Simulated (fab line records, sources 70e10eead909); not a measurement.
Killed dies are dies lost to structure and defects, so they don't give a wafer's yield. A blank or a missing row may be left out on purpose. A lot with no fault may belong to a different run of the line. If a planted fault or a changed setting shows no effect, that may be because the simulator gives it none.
fab line records    flow nand-harc
record: lots: 5  wafers: 15  last-day: 34
route steps=1302 shown P_M0@266 P_M1@285 END@1302
lots untouched by any fault: they come from a run of this same line in which no faults occurred
start-h: hours from the record's opening day to when the first of the lot's shown wafers began    wait-h: hours since the lot's step before    " identical to the entry in the row above    L1.1+2: a row that stands for several wafers    - value missing, or start not given    * or withheld: withheld    < > ~ a bound
route shown NAME@n: a module of which the file shows steps, and the number in the route of the first    usual: mean and standard deviation over wafers with no fault    same: alike in all rows    chamber/n: place in a boat    sites: each site's reading    _std_site: how widely they spread, as a standard deviation    _edge_site: the outer-site mean with the inner-site mean subtracted    radius-mm: how far each site lies from the wafer's centre    mask NAME#n: copy n    behind: tool/chamber where the wafer was last shaped    hold: reason for holding the lot/hours on hold/outcome of the hold    device: names the non-switching transistor (n, p or np)    end of line: the same wafers' tests at the end of the route    a step without rows: its recipe alone    killed: dies lost to structure and defects at the first sort, not the wafer's yield    map: a wafer's dies, marking killed ones x, the rest . and places with no die _
set.NAME: the run value of the setting; set.NAME@STEP: its run value at that earlier step    model.NAME: the simulator's own value behind a step, which no gauge read
lots seen at some steps along the route; tables by step, rows by wafer
services: a tool's chamber out of use, with start hour (start-h, from the record's first day; less than 0 if before it), hours out, and reason
== steps ==
step: NHARC_P_M0_DESCUM_14
recipe: time-s: 3  o2-flow-sccm: 200  ar-flow-sccm: 0  bias-power-w: 0  chemistry: O2
step: NHARC_P_M0_ETCH_34
recipe: target-depth-a: 400  overetch-a: 120  time-s: 43.94  ion-energy-ev: 200  n2-flow-sccm: 150  h2-flow-sccm: 150  ar-flow-sccm: 0  rf-w: 400  bias-w: 150  chemistry: N2/H2
step: NHARC_P_M0_ETCH_15
recipe: target-depth-a: 1500  overetch-a: 150  time-s: 82.5  c4f8-flow-sccm: withheld  ar-flow-sccm: 400  rf-w: 600  bias-w: 300  chemistry: C4F8/Ar
step: NHARC_P_M0_CD_MEAS_16
usual: cd-nm: 89.7/0.92
lot.wafer  tool       chamber  start-h  wait-h  cd-nm
L341.1     cd-sem-03  -        164.55   -       88.1
L341.2     "          -        "        "       87.8
L341.3     "          -        "        "       88.4
L343.1     cd-sem-03  -        181.39   -       90.3
L343.2     "          -        "        "       90.9
L343.5     "          -        "        "       89.3
L352.1     cd-sem-02  -        269.09   -       90.0
L352.3     "          -        "        "       91.0
L352.6     "          -        "        "       90.9
L351.1     cd-sem-01  -        270.03   -       90.1
L351.4     "          -        "        "       90.0
L351.6     "          -        "        "       90.9
L360.1     cd-sem-03  -        357.73   -       88.5
L360.2     "          -        "        "       90.6
L360.6     "          -        "        "       90.2
step: NHARC_P_M0_STRIP_18
recipe: power-w: 1000  n2-flow-sccm: 150  h2-flow-sccm: 150  ar-flow-sccm: 0  bias-w: 0  chemistry: N2/H2
step: NHARC_P_M0_STRIP_19
recipe: time-s: 600  temp-c: 30  chemistry: post-etch-residue-remover
step: NHARC_P_M0_DEGAS_28
recipe: temp-c: 250  time-s: 60
usual: heater-power-w: 316/31
lot.wafer  tool            chamber  start-h  wait-h  heater-power-w
L341.3     pvd-sputter-02  -        165.17   -       342
L341.2     "               -        "        "       278
L341.1     "               -        "        "       345
L343.1     pvd-sputter-01  -        182.01   -       321
L343.2     "               -        "        "       298
L343.5     "               -        "        "       324
L352.3     pvd-sputter-02  -        269.71   -       343
L352.1     "               -        "        "       281
L352.6     "               -        "        "       350
L351.1     pvd-sputter-01  -        270.66   -       307
L351.4     "               -        "        "       310
L351.6     "               -        "        "       319
L360.2     pvd-sputter-03  -        358.34   -       309
L360.1     "               -        "        "       270
L360.6     "               -        "        "       313
step: NHARC_P_M0_PRE_CLEAN_29
recipe: time-s: 30  temp-c: 280  gas: H2/He
step: NHARC_P_M0_PVD_20
recipe: target-thk-a: 50  bias-v: 168.6  power-w: 15000  chamber-pressure-pa: 0.12  time-s: 8.06  substrate-temp-c: 50  material: TaN
usual: chamber-pressure-pa: 0.12001/0.00023  substrate-temp-c: 50.00/0.12  throttle-valve-pct: 30.2/0.81
lot.wafer  tool            chamber  start-h  wait-h  chamber-pressure-pa  substrate-temp-c  throttle-valve-pct
L341.3     pvd-sputter-02  -        -        -       0.12023              49.89             30.5
L341.2     "               -        "        "       0.12                 49.89             31.1
L341.1     "               -        "        "       0.12026              49.86             29.6
L343.2     pvd-sputter-01  -        -        -       0.11984              50.11             30.9
L343.1     "               -        "        "       0.11981              49.99             30.6
L343.5     "               -        "        "       0.11994              49.99             31.2
L352.3     pvd-sputter-02  -        -        -       0.12011              49.81             30.7
L352.1     "               -        "        "       0.12046              49.70             30.9
L352.6     "               -        "        "       0.12023              49.98             31.0
L351.1     pvd-sputter-01  -        -        -       0.12022              49.83             29.7
L351.4     "               -        "        "       0.11996              49.91             30.4
L351.6     "               -        "        "       0.11985              50.13             30.8
L360.2     pvd-sputter-03  -        -        -       0.12041              49.96             31.1
L360.1     "               -        "        "       0.12008              49.93             29.7
L360.6     "               -        "        "       0.11989              50.07             29.4
step: NHARC_P_M0_PVD_21
recipe: target-thk-a: 300  chamber-pressure-pa: 5  power-w: 5000  substrate-temp-c: 30  time-s: 20.49  material: Cu
usual: chamber-pressure-pa: 5.002/0.0095  substrate-temp-c: 30.01/0.11  throttle-valve-pct: 30.3/0.84
lot.wafer  tool            chamber  start-h  wait-h  chamber-pressure-pa  substrate-temp-c  throttle-valve-pct
L341.3     pvd-sputter-02  -        -        -       5.019                29.93             29.9
L341.1     "               -        "        "       5.000                30.05             30.7
L341.2     "               -        "        "       5.014                30.25             31.0
L343.1     pvd-sputter-01  -        -        -       5.003                29.87             31.1
L343.2     "               -        "        "       5.005                30.18             30.7
L343.5     "               -        "        "       4.998                29.82             31.1
L352.1     pvd-sputter-02  -        -        -       5.000                30.17             29.6
L352.3     "               -        "        "       4.997                30.09             30.6
L352.6     "               -        "        "       4.995                30.03             30.4
L351.1     pvd-sputter-01  -        -        -       5.000                29.89             30.7
L351.4     "               -        "        "       5.005                29.89             29.8
L351.6     "               -        "        "       5.007                30.03             31.5
L360.2     pvd-sputter-03  -        -        -       5.015                30.09             29.1
L360.1     "               -        "        "       4.991                29.86             31.1
L360.6     "               -        "        "       5.006                29.93             29.8
step: NHARC_P_M0_ECD_22
recipe: target-thk-a: 4000  bath-temp-c: 25  material: Cu
step: NHARC_P_M0_ANNEAL_30
recipe: temp-c: 225  time-s: 90
usual: wafer_temp_C_max: 225.9/0.46
lot.wafer  tool           chamber  start-h  wait-h  wafer_temp_C_max
L341.1     rtp-anneal-02  0        165.91   -       225.6
L341.2     "              0        "        "       226.0
L341.3     "              0        "        "       226.0
L343.1     rtp-anneal-02  0        182.75   -       225.4
L343.2     "              0        "        "       225.5
L343.5     "              0        "        "       225.6
L352.1     rtp-anneal-02  0        270.44   -       225.8
L352.3     "              0        "        "       225.8
L352.6     "              0        "        "       225.8
L351.1     rtp-anneal-02  0        271.39   -       225.4
L351.4     "              0        "        "       225.4
L351.6     "              0        "        "       225.5
L360.1     rtp-anneal-02  0        359.09   -       225.5
L360.2     "              0        "        "       225.5
L360.6     "              0        "        "       225.6
step: NHARC_P_M0_CMP_23
recipe: t-overpolish-s: 20  target-thk-nm: 117.54
usual: motor-current-A: 12.0/1.3  time-to-endpoint-s: 29.1/2.5
lot.wafer  tool    chamber  start-h  wait-h  motor-current-A  time-to-endpoint-s
L341.2     cmp-04  0        166.26   -       11.0             28.3
L341.3     "       1        "        "       11.9             27.2
L341.1     "       3        "        "       12.4             32.2
L343.1     cmp-04  0        183.12   -       10.3             29.9
L343.2     "       2        "        "       12.7             30.0
L343.5     "       0        "        "       10.8             31.8
L352.3     cmp-03  3        270.79   -       14.2             26.4
L352.1     "       0        "        "       10.2             28.1
L352.6     "       3        "        "       14.0             26.0
L351.1     cmp-04  2        271.77   -       12.4             26.3
L351.4     "       0        "        "       10.8             26.1
L351.6     "       2        "        "       11.4             25.1
L360.1     cmp-04  0        359.46   -       10.1             29.5
L360.2     "       1        "        "       12.2             28.6
L360.6     "       1        "        "       12.1             28.0
step: NHARC_P_M0_THK_MEAS_24
recipe: thk-meas-gauge: xrf
usual: thk-nm: 118.0/1.5
lot.wafer  tool           chamber  start-h  wait-h  thk-nm
L341.1     film-metro-01  -        166.58   -       118.7
L341.2     "              -        "        "       118.0
L341.3     "              -        "        "       118.5
L343.1     film-metro-02  -        183.41   -       120.3
L343.2     "              -        "        "       117.8
L343.5     "              -        "        "       118.1
L352.1     film-metro-01  -        271.10   -       116.9
L352.3     "              -        "        "       115.8
L352.6     "              -        "        "       118.2
L351.1     film-metro-01  -        272.06   -       114.9
L351.4     "              -        "        "       118.1
L351.6     "              -        "        "       117.2
L360.1     film-metro-02  -        359.77   -       119.2
L360.2     "              -        "        "       116.8
L360.6     "              -        "        "       116.2
step: NHARC_P_M0_SRD_25
step: NHARC_P_M0_INSPECT_27
usual: raw-defect-count: 304/120
lot.wafer  tool               chamber  start-h  wait-h  raw-defect-count
L341.1     defect-inspect-01  -        166.74   0.0     409
L341.2     "                  -        "        "       631
L341.3     "                  -        "        "       267
L343.1     defect-inspect-01  -        183.57   0.0     619
L343.2     "                  -        "        "       692
L343.5     "                  -        "        "       550
L352.1     defect-inspect-02  -        271.26   0.0     137
L352.3     "                  -        "        "       339
L352.6     "                  -        "        "       261
L351.1     defect-inspect-01  -        272.21   0.0     470
L351.4     "                  -        "        "       235
L351.6     "                  -        "        "       282
L360.1     defect-inspect-02  -        359.93   0.0     271
L360.2     "                  -        "        "       307
L360.6     "                  -        "        "       349
step: NHARC_P_M0_PRE_CLEAN_31
recipe: time-s: 12  temp-c: 370  rf-power-w: 300  gas: NH3
step: NHARC_P_M0_DEP_32
recipe: target-thk-a: 300  temp-c: 370  target-thk-nm: 30  pressure-torr: 3  flow-sccm: 200  rf-w: 450  material: SiCN
usual: heater-power-outer-w: 318/48  heater-power-w: 570/81  showerhead-vpp-V: 1336/62
lot.wafer  tool      chamber  start-h  wait-h  heater-power-outer-w  heater-power-w  showerhead-vpp-V
L341.1     pecvd-04  1        166.88   0.1     287                   531             1436
L341.3     "         2        "        "       267                   527             1374
L341.2     "         0        "        "       368                   607             1261
L343.1     pecvd-04  1        183.76   0.1     338                   576             1461
L343.2     "         2        "        "       332                   620             1354
L343.5     "         0        "        "       355                   576             1305
L352.1     pecvd-03  2        271.45   0.1     366                   618             1307
L352.3     "         0        "        "       280                   522             1230
L352.6     "         1        "        "       281                   554             1302
L351.1     pecvd-03  1        272.36   0.1     259                   527             1320
L351.6     "         2        "        "       334                   579             1344
L351.4     "         0        "        "       271                   511             1222
L360.1     pecvd-04  0        360.08   0.1     369                   625             1302
L360.2     "         2        "        "       339                   626             1361
L360.6     "         2        "        "       327                   622             1361
step: NHARC_P_M1_DEP_00
recipe: target-thk-a: 1825  target-thk-nm: 182.5  temp-c: withheld  pressure-torr: 5  flow-sccm: 200  rf-w: 600  material: SiOC
step: NHARC_P_M1_DEHYDRATE_01
recipe: temp-c: 150  time-s: 120
step: NHARC_P_M1_HMDS_02
recipe: time-s: 30
step: NHARC_P_M1_COAT_34
recipe: temp-c: 200  time-s: 65
step: NHARC_P_M1_COAT_03
recipe: spin-rpm: 1500  resist-thk-nm: 90
step: NHARC_P_M1_SOFTBAKE_04
recipe: temp-c: 105  time-s: 55
step: NHARC_P_M1_EBR_05
step: NHARC_P_M1_EXPOSE_06
recipe: na: 1.35  target-cd-nm: 130  dose-mj: 81.88  mask-id: P_M1
step: NHARC_P_M1_PEB_07
recipe: peb-temp-c: 100  peb-time-s: 65
step: NHARC_P_M1_DEVELOP_08
recipe: develop-time-s: 35  dev-temp-c: 23
step: NHARC_P_M1_CD_MEAS_09
recipe: target-cd-nm: 130  landing-energy-ev: 500
usual: cd-nm: 129.5/0.57
same: landing-energy-ev: 500
lot.wafer  tool       chamber  start-h  wait-h  cd-nm
L341.1     cd-sem-03  0        168.14   -       129.5
L341.2     "          0        "        "       129.2
L341.3     "          0        "        "       129.4
L343.1     cd-sem-02  0        184.84   -       128.4
L343.2     "          0        "        "       128.6
L343.5     "          0        "        "       128.5
L352.1     cd-sem-03  0        272.53   -       128.4
L352.3     "          0        "        "       128.7
L352.6     "          0        "        "       128.1
L351.1     cd-sem-02  0        273.46   -       129.6
L351.4     "          0        "        "       129.6
L351.6     "          0        "        "       129.5
L360.1     cd-sem-03  0        361.32   -       129.1
L360.2     "          0        "        "       130.0
L360.6     "          0        "        "       129.3
step: NHARC_P_M1_OVL_MEAS_10
recipe: pitch-nm: 260
usual: overlay-x-nm: -0.1/0.86  overlay-y-nm: 0.2/0.66
lot.wafer  tool        chamber  start-h  wait-h  overlay-x-nm  overlay-y-nm
L341.1     overlay-02  -        168.22   -       -2.2          0.2
L341.2     "           -        "        "       -1.7          0.4
L341.3     "           -        "        "       -2.1          0.0
L343.1     overlay-01  -        184.93   -       -0.1          -0.2
L343.2     "           -        "        "       -0.1          0.1
L343.5     "           -        "        "       -0.3          0.2
L352.1     overlay-02  -        272.62   -       -1.0          0.8
L352.3     "           -        "        "       -1.3          0.1
L352.6     "           -        "        "       -1.0          0.3
L351.1     overlay-02  -        273.54   -       0.1           -0.8
L351.4     "           -        "        "       -0.4          0.0
L351.6     "           -        "        "       -0.4          -0.2
L360.1     overlay-01  -        361.41   -       -0.4          0.2
L360.2     "           -        "        "       -0.2          0.6
L360.6     "           -        "        "       -0.1          0.4
step: NHARC_P_M1_INSPECT_11
usual: raw-defect-count: 4.4/2.6
lot.wafer  tool               chamber  start-h  wait-h  raw-defect-count
L341.1     defect-inspect-01  -        168.26   0.0     3
L341.2     "                  -        "        "       2
L341.3     "                  -        "        "       5
L343.1     defect-inspect-02  -        184.96   0.0     266
L343.2     "                  -        "        "       263
L343.5     "                  -        "        "       288
L352.1     defect-inspect-01  -        272.65   0.0     7
L352.3     "                  -        "        "       12
L352.6     "                  -        "        "       8
L351.1     defect-inspect-02  -        273.58   0.0     5
L351.4     "                  -        "        "       5
L351.6     "                  -        "        "       6
L360.1     defect-inspect-02  -        361.45   0.0     7
L360.2     "                  -        "        "       3
L360.6     "                  -        "        "       2
step: NHARC_P_M1_DESCUM_14
recipe: time-s: 3  o2-flow-sccm: 200  ar-flow-sccm: 0  bias-power-w: 0  chemistry: O2
step: NHARC_END_SORT_01
recipe: temp-c: 25
usual: defect-limited-yield: 91.4/2.7  killed-at-array: 53/18  killed-at-other: 1.0/1.2  killed-at-periphery: 3.6/2.4  killed-dies: 58/18  killed-open: 3.4/1.8  killed-short: 2.3/1.5  sort_bin_2_pct: 3.1/1.2  sort_bin_3_pct: 0.7/0.39  sort_bin_4_pct: 4.8/1.6  sort-n-pass: 619/18  sort-rim-yield-pct: 88/4.1  sort-yield-pct: 91.4/2.7
same: gross-dies: 677  sort_bin_5_pct[%]: 0  sort_bin_6_pct[%]: 0  sort_bin_7_pct[%]: 0  sort_bin_8_pct[%]: 0  sort-rim-n-gross: 106.00
lot.wafer  tool       chamber  start-h  wait-h  defect-limited-yield[%]  killed-at-array  killed-at-other  killed-at-periphery  killed-dies  killed-open  killed-short  sort_bin_2_pct[%]  sort_bin_3_pct[%]  sort_bin_4_pct[%]  sort-n-pass  sort-rim-yield-pct[%]  sort-yield-pct[%]
L343.1     prober-01  0        643.86   2.5     62.3                     64               1                190                  255          5            1             13.9               2.5                21.3               422          59                     62.3
L343.2     prober-01  0        644.66   2.8     62.2                     59               1                196                  256          3            1             14.0               2.2                21.6               421          59                     62.2
L343.5     prober-01  0        647.06   3.7     62.0                     51               0                206                  257          3            2             13.3               2.2                22.5               420          51                     62.0
L352.3     prober-02  0        718.53   3.1     88.8                     70               0                6                    76           4            2             4.4                0.7                6.1                601          90                     88.8
killed by level:class
L343.1 P_M0:unspecified=188 A_CHANNEL_HOLE_D1:chamber-film-flake=32 A_SLIT:chamber-film-flake=14 A_CHANNEL_HOLE_D2:chamber-film-flake=5 A_CONTACT:chamber-film-flake=4 A_ONON_D1:geometric-particle:open=3 P_M0:geometric-particle:open=1 A_SGD_CUT:geometric-particle:open=1
L343.2 P_M0:unspecified=195 A_CHANNEL_HOLE_D1:chamber-film-flake=27 A_SLIT:chamber-film-flake=18 A_CONTACT:chamber-film-flake=5 A_CHANNEL_FILL_D1:chamber-film-flake=2 A_CHANNEL_HOLE_D2:chamber-film-flake=2 A_DECK1_JOINT:geometric-particle:open=1 P_M2:geometric-particle:open=1
L343.5 P_M0:unspecified=202 A_CHANNEL_HOLE_D1:chamber-film-flake=22 A_SLIT:chamber-film-flake=10 A_CONTACT:chamber-film-flake=8 A_CHANNEL_HOLE_D2:chamber-film-flake=5 P_M0:geometric-particle:short=2 A_STAIRCASE:chamber-film-flake=2 P_M0:geometric-particle:open=1
L352.3 A_CHANNEL_HOLE_D1:chamber-film-flake=36 A_CHANNEL_HOLE_D2:chamber-film-flake=13 A_SLIT:chamber-film-flake=9 P_CONTACT:chamber-film-flake=3 P_ZERO_WELL:chamber-film-flake=2 A_CHANNEL_FILL_D1:geometric-particle:short=1 A_CHANNEL_FILL_D1:geometric-particle:open=1 A_DECK1_JOINT:geometric-particle:open=1
map L343.5 (x killed, . not)
____________x____________
_________x...xxx_________
_______xxx.x.xxxxx_______
______xx...xx.xxx..______
_____xx.x...xxxx.x.._____
____....x.xx.xxxxxx..____
____xx.x...xxxxxx.xxx____
___xx.xxxx....xxxx..xx___
___.xx......xx..x...x.___
__xx...x.....xx.xxx...x__
__......x..x.xx....x..x__
_.....xxxx........x.x.xx_
_xxxxx...x..x........x.x_
_x..x...........x....xx._
_x.x.........xx........x_
_...x.x.x..xxxx...x...x._
xx..x..x.....xxxx.x..xxx.
...x......xxxxxxxx.x.x.x.
x...x....x......xx.......
x....xx...x......x....x..
x..x..x.x.xx...x..x..x...
_.x..x.......x.xx...x..._
_xx.x.x.xxx.x...x...x..x_
_..x.x.x.x...x..x......x_
_.x.x..x...x....xx.x...._
_xxxxx.x...x.x..x......._
__xx.....xx.x.....x....__
__x.x.x.x...xx...xx..xx__
___xxx.........xx.x..x___
___xxx..........x.x...___
____.....xx.....x.xx.____
____x...x.x..x..x.x..____
_____x..x....xx....._____
______xx.x..x..x..x______
_______...x..x..xx_______
_________......x_________
____________.____________
map L351.4 (x killed, . not)
____________.____________
_________......._________
_______..........._______
______.......x.....______
_____.x.xx.........._____
____.................____
____.................____
___...xx..............___
___...................___
__.....................__
__.....................__
_............x.........._
_....x.............x...._
_..........xx..........._
_..........x.....x.xxx.._
_........xx..xx.x......._
..................xx.....
......x....x.xx.x..x.....
.........x..xxx.x........
...........xxxxx.........
............xxxx.........
_x..........xxxx........_
_x.........xx.x.x......._
_.x.......x..xx........._
_x..x........x...x......_
_xxxx......x.x.........._
__x..x........x.....x..__
__xx.x...x.......x.....__
___xxx............x..x___
___x...............xx.___
____...............x.____
____...............xx____
_____.........x..xxx_____
______.............______
_______..........._______
_________...x..._________
____________.____________
== services ==
tool            chamber  start-h  hours  kind
pvd-sputter-02  -        153.66   2.3    repair
cmp-03          -        162.61   4.0    pm
pvd-sputter-03  -        170.00   10.0   pm
pecvd-03        -        186.44   13.0   pm
cmp-04          -        209.00   4.0    pm
pvd-sputter-01  -        212.24   4.9    repair
cmp-04          -        213.00   -      consumable-replace:conditioner
pvd-sputter-01  -        226.04   10.0   pm
pvd-sputter-02  -        239.93   2.7    repair
pvd-sputter-02  -        250.48   2.4    repair
cmp-03          -        260.61   4.0    pm
pecvd-04        -        269.00   13.0   pm
cmp-04          -        281.41   0.5    repair
pvd-sputter-02  -        282.05   10.0   pm
pecvd-03        2        283.93   3.2    repair
cmp-04          -        291.06   0.5    repair
cmp-04          -        307.00   4.0    pm
pecvd-03        0        328.59   10.6   repair
cmp-03          -        343.31   0.8    repair
cmp-04          -        343.83   0.5    repair
pvd-sputter-03  -        348.00   10.0   pm
cmp-03          -        350.88   3.5    repair
cmp-03          -        355.07   1.0    repair
cmp-03          -        358.61   4.0    pm
== key ==
first-sign: step: NHARC_P_M0_INSPECT_27  reading: raw-defect-count  direction: up  sigmas: 2.7  usual: 304  struck: 620
effect: step: NHARC_P_M1_INSPECT_11  reading: raw-defect-count  direction: up  sigmas: 99+  usual: 4.4  struck: 272.3
effect: step: NHARC_END_SORT_01  reading: killed-at-periphery  direction: up  sigmas: 80  usual: 3.6  struck: 197.3
more-kills-born-at: NHARC_P_M0_CMP_23@cmp-04: 585
met-at NHARC_P_M0_CMP_23
struck-wafers L343.1,L343.2,L343.5
onset-between 166.26 183.12
fault: kind: chamber-particle-source  tool: cmp-04  chamber: -  onset-h: 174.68  steps: NHARC_P_M0_CMP_23  rate-per-visit-cm2: 0.40757  end-h: 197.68
